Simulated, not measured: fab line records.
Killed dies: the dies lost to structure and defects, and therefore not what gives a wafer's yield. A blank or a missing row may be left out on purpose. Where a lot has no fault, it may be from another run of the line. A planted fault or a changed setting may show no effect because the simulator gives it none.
A lot that was struck, set against a sound lot    flow n5-finfet    40 steps out of a route of 1938
Sound: wafers L562.2, L562.3, L562.5. Struck: wafer L569.5. (L569.4 of the same lot was not struck and is left out.) The cause comes at the end.
At each step with rows: each side's tool, then ch and its chambers, then its first start. Under that, the readings that differ: sound wafers    struck wafers    difference of the means    sigmas: that difference in standard deviations of wafers without a fault.
alike: same words and numbers on both sides, and readings whose means sit less than 2 such deviations apart. not compared: any withheld reading, any reading some wafer has no value for, any bound like >300 that may hide the same value, and any number with overlapping values for which the record gives no deviation.
Wherever a step has rows on one side only, a row that says differs or no value, or a row with sigmas, the two part there. Numbers that have no deviation but don't overlap get no sigmas and don't part them. A reading that every wafer of one side lacks parts them only if that side has two wafers or more.

first, 12 steps without rows for these wafers: N5_HKMG_FIN_DESCUM_53 (chemistry O2, time 7.9 s); N5_HKMG_FIN_ETCH_54 (etches SiARC in CF4, target depth 45.5 nm, time 75.8 s); N5_HKMG_FIN_ETCH_55 (etches SOC in N2/H2, target depth 240 nm, time 300 s); N5_HKMG_FIN_STRIP_56 (strips in N2/H2); N5_HKMG_FIN_STRIP_57 (strips in CF4); N5_HKMG_FIN_ETCH_58 (etches SOC in N2/H2, target depth 215.8 nm, time 741 s); N5_HKMG_FIN_STRIP_93 (strips SOC in N2/H2, time 20 s); N5_HKMG_FIN_WET_ETCH_76 (etches Al2O3 in dNH4OH, stops on La2O3, target depth 2.25 nm, rinse time 30 s); N5_HKMG_FIN_STRIP_60 (strips in N2/H2, time 360 s); N5_HKMG_FIN_WET_ETCH_77 (etches La2O3 in dHCl, stops on HfO2, target depth 2 nm); N5_HKMG_FIN_WET_ETCH_78 (etches Al2O3 in dNH4OH, stops on La2O3, target depth 4.5 nm, rinse time 30 s); N5_HKMG_FIN_ALD_79 (deposits TiN, target thk 1.5 nm, pulse time 1 s, purge time 3 s).
N5_HKMG_FIN_CVD_62: deposits a-Si from Si2H6, target thk 3 nm, time 20.8 s.
  sound on thermal-cvd-si-01 ch 1,2, day 5 17:16; struck on thermal-cvd-si-02 ch 2, day 7 11:17
reading                                    sound    struck  difference  sigmas
model.a-Si_of_HKMG_FIN_CVD_62.thk-nm (nm)  3 2.8 3  1       -2          
  alike: heater-power-w
then, 25 steps without rows for these wafers: N5_HKMG_FIN_RTA_80 (time 2 s); N5_HKMG_FIN_PRECLEAN_64 (cleans in dHF, time 30 s); N5_HKMG_FIN_WET_ETCH_65 (etches a-Si in TMAH, stops on TiN, time 49 s, target depth 3 nm); N5_HKMG_FIN_WET_ETCH_81 (etches TiN in SC1, stops on HfO2, time 57 s, target depth 6 nm); N5_HKMG_FIN_WET_ETCH_82 (etches La2O3 in dHCl, stops on HfO2, target depth 2 nm, rinse time 30 s); N5_HKMG_FIN_ALD_36 (deposits TiN, target thk 1 nm, pulse time 1 s, purge time 3 s); N5_HKMG_FIN_PWFM_ALD_03 (deposits TiN, target thk 2 nm, pulse time 1 s, purge time 3 s); N5_HKMG_FIN_COAT_29 (time 60 s, resist thk 300 nm); N5_HKMG_FIN_COAT_30 (time 60 s, resist thk 35 nm); N5_HKMG_FIN_COAT_06 (resist thk 90 nm); N5_HKMG_FIN_EBR_08; N5_HKMG_FIN_SOFTBAKE_07 (time 60 s); N5_HKMG_FIN_EXPOSE_09 (exposes mask NWFM); N5_HKMG_FIN_PEB_10 (peb time 60 s); N5_HKMG_FIN_DEVELOP_11 (develop time 30 s); N5_HKMG_FIN_DESCUM_17 (chemistry O2, time 7.9 s); N5_HKMG_FIN_ETCH_31 (etches SiARC in CF4, target depth 45.5 nm, time 75.8 s); N5_HKMG_FIN_ETCH_32 (etches SOC in N2/H2, target depth 240 nm, time 300 s); N5_HKMG_FIN_STRIP_33 (strips in N2/H2); N5_HKMG_FIN_STRIP_34 (strips in CF4); N5_HKMG_FIN_ETCH_35 (etches SOC in N2/H2, target depth 215.8 nm, time 243.4 s); N5_HKMG_FIN_STRIP_92 (strips SOC in N2/H2, time 20 s); N5_HKMG_FIN_WET_ETCH_18 (etches TiN in SC1, time 55 s, target depth 5.2 nm, rinse time 30 s); N5_HKMG_FIN_STRIP_19 (strips in N2/H2, time 360 s); N5_HKMG_FIN_ALD_91 (deposits TiN, target thk 1 nm, pulse time 1 s, purge time 3 s).
-- here the record skips 4 days between the struck wafers' starts before and after, leaving off in module HKMG_FIN and picking up in module BEOL_M4 (first step shown: number 1111 of the route) --
N5_BEOL_M4_RC_MEAS_101:
  sound on prober-01 ch 0, day 9 05:07; struck on prober-02 ch 0, day 11 10:08
reading  sound              struck  difference  sigmas
EOT_N    10.51 10.53 10.49  11.15   +0.64       +7
EOT_P    10.53 10.57 10.51  10.98   +0.44       +5
  alike: DIBL_N, DIBL_P, IOFF_N, IOFF_P, ION_N, ION_P, SS_N, SS_P, VT_N, VT_P
-- the record jumps here: 4 days lie between the struck wafers' starts before and after (it left off in module BEOL_M4 and takes up again in module PASSIVATION, whose first step shown is number 1936 of the route) --
N5_PASSIVATION_PROBE_49:
  the record has rows for the struck wafers here (prober-02, day 15 15:35) and none for the sound ones

WHERE THEY PART
Last at N5_PASSIVATION_PROBE_49 as far as this record goes, first at N5_BEOL_M4_RC_MEAS_101.

WHY: whatever the simulator had introduced
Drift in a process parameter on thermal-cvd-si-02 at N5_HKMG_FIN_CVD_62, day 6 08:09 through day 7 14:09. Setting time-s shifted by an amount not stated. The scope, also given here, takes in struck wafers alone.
